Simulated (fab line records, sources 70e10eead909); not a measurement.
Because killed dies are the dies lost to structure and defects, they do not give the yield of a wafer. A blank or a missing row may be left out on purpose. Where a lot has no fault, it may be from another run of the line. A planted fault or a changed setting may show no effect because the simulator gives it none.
Chamber matching    flow nandHarc    NHARC_P_M0_DESCUM_14 on rieDiel-10: 4 sister chambers
The step chemistry O2, time 3 s. 4 wafers are shown with their chamber, then 10 later ones without.

== EACH WAFER AND ITS CHAMBER ==
wafer   chamber  showerheadPlenumPTorr (Torr)
L085.4  2        1.81
L085.5  0        2.04
L090.3  1        1.98
L090.5  3        1.82

== WAFERS WHOSE CHAMBER IS MISSING ==
wafer   showerheadPlenumPTorr (Torr)
L090.6  2.04
L091.1  1.81
L091.3  2.04
L091.6  2.03
L092.3  1.97
L092.4  2.03
L092.6  1.82
L095.1  1.82
L095.2  1.81
L095.4  1.97

== EACH ONE'S CHAMBER ==
wafer   from the rows above      in truth
L090.6  0                        0
L091.1  can't be placed: 2 or 3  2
L091.3  0                        0
L091.6  0                        0
L092.3  1                        1
L092.4  0                        0
L092.6  can't be placed: 3 or 2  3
L095.1  can't be placed: 3 or 2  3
L095.2  can't be placed: 2 or 3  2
L095.4  1                        1
Correctly placed: 6 of 10. Unplaceable from these rows: 4, with the true chamber sitting among the candidates in 4. Wrongly placed: 0.
How it was worked out, from the rows above alone: a wafer's distance from a chamber is the root of the sum, over the readings, of the square of ((its reading less the chamber's mean) divided by the reading's scatter). The wafer belongs to the nearest chamber; if the next one is less than 2 further off, it can't be placed. Each chamber's mean is taken over the wafers shown for it. The scatter (one wafer shown for each chamber): square how far every hidden wafer sits from the nearest shown wafer, average those squares and take the square root.
